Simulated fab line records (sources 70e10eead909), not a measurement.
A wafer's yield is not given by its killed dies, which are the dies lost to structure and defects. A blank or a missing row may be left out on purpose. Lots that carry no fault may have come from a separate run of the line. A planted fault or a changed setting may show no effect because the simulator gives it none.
fab line records | flow nand_harc
[record] lots = 14 | wafers = 42 | last_day = 23
route steps=1159 shown A_SGD_CUT@770 A_BONDPAD@1061 THIN_TSV@1148 END@1159
lots that met no fault: taken from a fault-free run of the same line
start_h: hours from the record's first day to the start of the lot's first wafer shown | wait_h: hours since the lot's step before | " as in the row above | L1.1+2: a row that stands for several wafers | - either no value or no given start | * or withheld: withheld | < > ~ a bound
route shown NAME@n: a module of which the file shows steps, and the number in the route of the first | usual: mean/standard deviation taken from wafers without a fault | same: alike in all rows | chamber/n: place in a boat | sites: the reading at each site | _std_site: the values' standard deviation | _edge_site: inner sites' mean taken away from outer sites' mean | radius_mm: for every site, how far away it sits from the centre of the wafer | mask NAME#n: copy n | behind: the last tool/chamber to shape the wafer | hold: reason for holding the lot/hours on hold/outcome of the hold | device: transistor that didn't switch, given as n, p or np | end of line: tests run on the same wafers once the route is complete | a step without rows: its recipe alone | killed: count of dies lost to structure and defects at first sort (not the wafer's yield) | map: a wafer's dies, marking killed ones x, the rest . and places with no die _
set.NAME: the setting that was run; set.NAME@STEP: the one run at that earlier step | model.NAME: the simulator's own value behind a step, which no gauge read
steps of the route over a sample of lots; a table a step, a row a wafer
services: from which hour (start_h, from the record's first day; less than 0 if before it) a tool's chamber was out of use, for how many hours, and why
[[steps]]
[step NHARC_A_SGD_CUT_DEP_20]
[recipe] target_thk_a = 1500 | temp_c = 65 | material = SiO2
lot.wafer  | tool    | chamber | start_h | wait_h
L838.2+4+3 | fcvd-01 | 0,0,1   | 313.05  | -
L840.1+4+5 | fcvd-02 | 1,0,1   | 318.30  | -
L839.2+1+6 | fcvd-01 | 0,1,1   | 318.58  | -
L842.2+1+5 | fcvd-01 | 1,0,1   | 344.16  | -
L845.2+5+6 | fcvd-02 | 0,0,1   | 359.57  | -
L847.2+1+4 | fcvd-01 | 1,0,0   | 365.60  | -
L846.2+3+4 | fcvd-02 | 0,0,1   | 366.00  | -
L850.1+4+6 | fcvd-01 | 0,0,1   | 380.56  | -
L848.2+1+3 | fcvd-01 | 0,1,1   | 380.88  | -
L849.1+3+6 | fcvd-01 | 0       | 382.61  | 0.1
L851.1+2+4 | fcvd-02 | 0,1,0   | 390.93  | 0.1
L854.2+4+5 | fcvd-01 | 1,0,1   | 401.85  | -
L853.1+3+4 | fcvd-02 | 1,1,0   | 402.24  | -
L852.2+3+5 | fcvd-01 | 1,0,0   | 402.87  | -
[step NHARC_A_BONDPAD_THK_MEAS_30]
[recipe] thk_meas_gauge = ellipsometry
[usual] thk_nm = 199.1/1.7
lot.wafer | tool          | chamber | start_h | wait_h | thk_nm
L838.2    | film_metro-02 | -       | 409.34  | 0.2    | 197.9
L838.3    | "             | -       | "       | "      | 201.1
L838.4    | "             | -       | "       | "      | 197.4
L840.1    | film_metro-02 | -       | 416.56  | 0.2    | 200.7
L840.4    | "             | -       | "       | "      | 201.7
L840.5    | "             | -       | "       | "      | 196.4
L839.1    | film_metro-01 | -       | 417.03  | 0.1    | 204.5
L839.2    | "             | -       | "       | "      | 200.0
L839.6    | "             | -       | "       | "      | 201.9
L842.1    | film_metro-01 | -       | 452.14  | 0.2    | 199.6
L842.2    | "             | -       | "       | "      | 202.0
L842.5    | "             | -       | "       | "      | 197.9
L845.2    | film_metro-02 | -       | 452.52  | 0.2    | 200.0
L845.5    | "             | -       | "       | "      | 201.2
L845.6    | "             | -       | "       | "      | 196.9
L847.1    | film_metro-02 | -       | 460.52  | 0.2    | 199.1
L847.2    | "             | -       | "       | "      | 198.8
L847.4    | "             | -       | "       | "      | 198.7
L846.2    | film_metro-01 | -       | 464.18  | 0.2    | 200.7
L846.3    | "             | -       | "       | "      | 197.2
L846.4    | "             | -       | "       | "      | 198.7
L848.1    | film_metro-01 | -       | 477.13  | 0.2    | 197.3
L848.2    | "             | -       | "       | "      | 198.3
L848.3    | "             | -       | "       | "      | 200.7
L850.1    | film_metro-01 | -       | 477.39  | 0.2    | 196.7
L850.4    | "             | -       | "       | "      | 196.4
L850.6    | "             | -       | "       | "      | 201.0
L849.1    | film_metro-01 | -       | 479.34  | 0.2    | 197.9
L849.3    | "             | -       | "       | "      | 197.4
L849.6    | "             | -       | "       | "      | 198.9
L851.1    | film_metro-02 | -       | 480.79  | 0.2    | 199.6
L851.2    | "             | -       | "       | "      | 199.6
L851.4    | "             | -       | "       | "      | 201.8
L853.1    | film_metro-01 | -       | 500.78  | 0.2    | 198.5
L853.3    | "             | -       | "       | "      | 198.3
L853.4    | "             | -       | "       | "      | 196.9
L852.2    | film_metro-01 | -       | 501.91  | 0.2    | 198.7
L852.3    | "             | -       | "       | "      | 199.3
L852.5    | "             | -       | "       | "      | 198.2
L854.2    | film_metro-02 | -       | 514.01  | 0.2    | 199.6
L854.4    | "             | -       | "       | "      | 201.2
L854.5    | "             | -       | "       | "      | 201.4
[step NHARC_A_BONDPAD_DEGAS_25]
[recipe] temp_c = 300 | time_s = 60
[usual] heater_power_w = 478/34
[same] time_s = 60
lot.wafer | tool           | chamber | start_h | wait_h | heater_power_w
L838.3    | pvd_sputter-01 | -       | 411.06  | -      | 495
L838.4    | "              | -       | "       | "      | 536
L838.2    | "              | -       | "       | "      | 475
L840.4    | pvd_sputter-01 | -       | 418.35  | -      | 471
L840.1    | "              | -       | "       | "      | 509
L840.5    | "              | -       | "       | "      | 533
L839.2    | pvd_sputter-02 | -       | 418.75  | -      | 418
L839.1    | "              | -       | "       | "      | 477
L839.6    | "              | -       | "       | "      | 410
L842.2    | pvd_sputter-01 | -       | 453.86  | -      | 495
L842.1    | "              | -       | "       | "      | 540
L842.5    | "              | -       | "       | "      | 468
L845.2    | pvd_sputter-02 | -       | 454.25  | -      | 512
L845.6    | "              | -       | "       | "      | 478
L845.5    | "              | -       | "       | "      | 512
L847.1    | pvd_sputter-01 | -       | 462.17  | -      | 527
L847.2    | "              | -       | "       | "      | 470
L847.4    | "              | -       | "       | "      | 518
L846.2    | pvd_sputter-01 | -       | 465.76  | -      | 470
L846.4    | "              | -       | "       | "      | 500
L846.3    | "              | -       | "       | "      | 515
L848.3    | pvd_sputter-03 | -       | 478.87  | -      | 420
L848.1    | "              | -       | "       | "      | 471
L848.2    | "              | -       | "       | "      | 501
L850.4    | pvd_sputter-01 | -       | 479.04  | -      | 502
L850.1    | "              | -       | "       | "      | 478
L850.6    | "              | -       | "       | "      | 483
L849.3    | pvd_sputter-02 | -       | 481.00  | -      | 468
L849.1    | "              | -       | "       | "      | 518
L849.6    | "              | -       | "       | "      | 471
L851.2    | pvd_sputter-01 | -       | 482.51  | -      | 474
L851.1    | "              | -       | "       | "      | 478
L851.4    | "              | -       | "       | "      | 521
L853.4    | pvd_sputter-01 | -       | 502.39  | -      | 513
L853.1    | "              | -       | "       | "      | 466
L853.3    | "              | -       | "       | "      | 516
L852.3    | pvd_sputter-02 | -       | 503.51  | -      | 515
L852.2    | "              | -       | "       | "      | 471
L852.5    | "              | -       | "       | "      | 516
L854.2    | pvd_sputter-02 | -       | 515.74  | -      | 471
L854.4    | "              | -       | "       | "      | 488
L854.5    | "              | -       | "       | "      | 506
[step NHARC_THIN_TSV_CD_MEAS_33]
[recipe] target_cd_nm = 5000 | landing_energy_ev = 500
[usual] cd_nm = 5000.1/2.5
lot.wafer | tool      | chamber | start_h | wait_h | cd_nm
L838.2    | cd_sem-03 | 0       | 438.82  | -      | 4995.5
L838.3    | "         | 0       | "       | "      | 4999.8
L838.4    | "         | 0       | "       | "      | 4999.8
L839.1    | cd_sem-03 | 0       | 439.67  | -      | 5001.5
L839.2    | "         | 0       | "       | "      | 5000.6
L839.6    | "         | 0       | "       | "      | 5003.6
L840.1    | cd_sem-02 | 0       | 442.40  | -      | 4996.8
L840.4    | "         | 0       | "       | "      | 4994.2
L840.5    | "         | 0       | "       | "      | 4997.3
L845.2    | cd_sem-01 | 0       | 474.58  | -      | 5000.8
L845.5    | "         | 0       | "       | "      | 4998.2
L845.6    | "         | 0       | "       | "      | 5000.9
L842.1    | cd_sem-02 | 0       | 475.99  | -      | 5003.2
L842.2    | "         | 0       | "       | "      | 5003.7
L842.5    | "         | 0       | "       | "      | 5001.1
L847.1    | cd_sem-01 | 0       | 483.00  | -      | 5000.0
L847.2    | "         | 0       | "       | "      | 5001.4
L847.4    | "         | 0       | "       | "      | 4999.5
L846.2    | cd_sem-02 | 0       | 483.86  | -      | 4998.3
L846.3    | "         | 0       | "       | "      | 4998.8
L846.4    | "         | 0       | "       | "      | 4996.8
L850.1    | cd_sem-01 | 0       | 498.73  | -      | 5001.9
L850.4    | "         | 0       | "       | "      | 4998.3
L850.6    | "         | 0       | "       | "      | 4999.2
L848.1    | cd_sem-01 | 0       | 500.28  | -      | 5001.5
L848.2    | "         | 0       | "       | "      | 4999.9
L848.3    | "         | 0       | "       | "      | 4998.9
L849.1    | cd_sem-01 | 0       | 501.28  | -      | 5002.2
L849.3    | "         | 0       | "       | "      | 5000.9
L849.6    | "         | 0       | "       | "      | 4997.3
L851.1    | cd_sem-01 | 0       | 503.83  | -      | 4995.0
L851.2    | "         | 0       | "       | "      | 4998.8
L851.4    | "         | 0       | "       | "      | 4998.9
L853.1    | cd_sem-02 | 0       | 522.30  | -      | 5003.9
L853.3    | "         | 0       | "       | "      | 5002.5
L853.4    | "         | 0       | "       | "      | 5000.8
L852.2    | cd_sem-02 | 0       | 523.80  | -      | 4998.8
L852.3    | "         | 0       | "       | "      | 4998.1
L852.5    | "         | 0       | "       | "      | 4995.7
L854.2    | cd_sem-02 | 0       | 533.47  | -      | 4999.8
L854.4    | "         | 0       | "       | "      | 5001.0
L854.5    | "         | 0       | "       | "      | 4999.6
[step NHARC_END_SORT_01]
[recipe] temp_c = 25
[usual] killed_at_array = 27/9.9 | killed_at_other = 0.5/0.76 | killed_at_periphery = 3.4/2.2 | killed_dies = 31/10 | killed_open = 3.3/2 | killed_short = 2.0/1.5
[same] gross_dies = 677
lot.wafer | tool      | chamber | start_h | wait_h | killed_at_array | killed_at_other | killed_at_periphery | killed_dies | killed_open | killed_short
L852.2    | prober-02 | 0       | 532.09  | 2.8    | 120             | 3               | 3                   | 126         | 1           | 3
L852.3    | prober-02 | 0       | 532.88  | 3.1    | 40              | 1               | 3                   | 44          | 5           | 6
L852.5    | prober-02 | 0       | 534.48  | 3.7    | 44              | 1               | 2                   | 47          | 9           | 3
L854.2    | prober-01 | 0       | 542.27  | 2.8    | 114             | 0               | 2                   | 116         | 3           | 2
L854.4    | prober-01 | 0       | 543.87  | 3.4    | 25              | 0               | 0                   | 25          | 1           | 1
L854.5    | prober-01 | 0       | 544.67  | 3.7    | 113             | 0               | 1                   | 114         | 3           | 0
// killed by level:class
L852.2 A_SGD_CUT:unspecified=82 A_SLIT:chamber_film_flake=21 A_CHANNEL_HOLE_D1:chamber_film_flake=7 A_SGD_CUT:chamber_film_flake=3 THIN_TSV:chamber_film_flake=3 A_STAIRCASE:chamber_film_flake=2 A_CONTACT:chamber_film_flake=2 P_M0:geometric_particle:open=1
L852.3 A_SLIT:chamber_film_flake=19 A_STAIRCASE:chamber_film_flake=4 A_CONTACT:chamber_film_flake=4 A_CHANNEL_HOLE_D1:chamber_film_flake=3 A_CHANNEL_FILL_D1:geometric_particle:open=2 A_CONTACT:geometric_particle:open=2 A_SGD_CUT:chamber_film_flake=2 P_CONTACT:geometric_particle:short=1
L852.5 A_SLIT:chamber_film_flake=16 A_CHANNEL_HOLE_D1:chamber_film_flake=8 A_STAIRCASE:chamber_film_flake=5 A_CONTACT:geometric_particle:open=3 A_CONTACT:chamber_film_flake=3 A_CHANNEL_HOLE_D1:geometric_particle:open=2 P_CONTACT:geometric_particle:open=1 A_CHANNEL_HOLE_D1:geometric_particle:short=1
L854.2 A_SGD_CUT:unspecified=82 A_CHANNEL_HOLE_D1:chamber_film_flake=24 A_STAIRCASE:chamber_film_flake=3 P_GATE:geometric_particle:open=1 A_CHANNEL_FILL_D1:geometric_particle:short=1 A_WL_FILL:geometric_particle:short=1 A_WL_FILL:geometric_particle:open=1 A_CONTACT:geometric_particle:open=1
L854.4 A_CHANNEL_HOLE_D1:chamber_film_flake=19 A_STAIRCASE:chamber_film_flake=2 A_CHANNEL_FILL_D1:geometric_particle:open=1 A_WL_FILL:geometric_particle:short=1 A_SGD_CUT:chamber_film_flake=1 A_SLIT:chamber_film_flake=1
L854.5 A_SGD_CUT:unspecified=79 A_CHANNEL_HOLE_D1:chamber_film_flake=23 A_STAIRCASE:chamber_film_flake=3 A_CONTACT:chamber_film_flake=3 A_CHANNEL_HOLE_D1:geometric_particle:open=1 A_SGD_CUT:geometric_particle:open=1 A_CONTACT:geometric_particle:open=1 P_ZERO_WELL:chamber_film_flake=1
[[services]]
tool           | chamber | start_h | hours | kind
fcvd-01        | -       | 292.00  | 13.0  | pm
fcvd-01        | 0       | 292.00  | 13.0  | vent_cycle
fcvd-01        | 1       | 292.00  | 13.0  | vent_cycle
fcvd-01        | 0       | 305.00  | -     | clean
fcvd-01        | 1       | 305.00  | -     | clean
pvd_sputter-02 | -       | 305.49  | 19.3  | repair
pvd_sputter-01 | -       | 336.20  | 10.0  | pm
pvd_sputter-02 | -       | 341.50  | 0.7   | repair
pvd_sputter-02 | -       | 347.63  | 0.6   | repair
fcvd-02        | -       | 376.00  | 13.0  | pm
fcvd-02        | 0       | 376.00  | 13.0  | vent_cycle
fcvd-02        | 1       | 376.00  | 13.0  | vent_cycle
fcvd-02        | 0       | 389.00  | -     | clean
fcvd-02        | 1       | 389.00  | -     | clean
pvd_sputter-03 | -       | 390.14  | 4.9   | repair
pvd_sputter-02 | -       | 392.07  | 10.0  | pm
pvd_sputter-01 | -       | 401.66  | 1.2   | repair
pvd_sputter-03 | -       | 458.00  | 10.0  | pm
fcvd-01        | -       | 473.00  | 13.0  | pm
fcvd-01        | 0       | 473.00  | 13.0  | vent_cycle
fcvd-01        | 1       | 473.00  | 13.0  | vent_cycle
fcvd-01        | 0       | 486.00  | -     | clean
fcvd-01        | 1       | 486.00  | -     | clean
pvd_sputter-01 | -       | 514.20  | 10.0  | pm
[[key]]
[first_sign] step = NHARC_END_SORT_01 | reading = killed_at_array | direction = up | sigmas = 9 | usual = 27 | struck = 116
[effect] step = NHARC_END_SORT_01 | reading = killed_dies | direction = up | sigmas = 8.8 | usual = 31 | struck = 119
[more_kills_born_at] NHARC_A_SGD_CUT_DEP_20@fcvd-01 = 243
met_at NHARC_A_SGD_CUT_DEP_20
struck_lots L852,L854
struck_wafers L852.2,L854.2,L854.5
tester_left_out L852,L854
not_acting_at NHARC_A_BONDPAD_THK_MEAS_30,NHARC_A_BONDPAD_DEGAS_25,NHARC_THIN_TSV_CD_MEAS_33
onset_between 380.88 401.85
[fault] kind = chamber_particle_source | tool = fcvd-01 | chamber = 1 | onset_h = 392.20 | steps = NHARC_A_SGD_CUT_DEP_20 | rate_per_visit_cm2 = 1.4072 | end_h = 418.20
// tester_left_out: of these lots the tester's yield and bins aren't shown, on N5 and GAA mostly nor the transistor test; their killed dies are dies lost to structure and defects alone, not to doping, threshold or leakage, so they don't give the yield
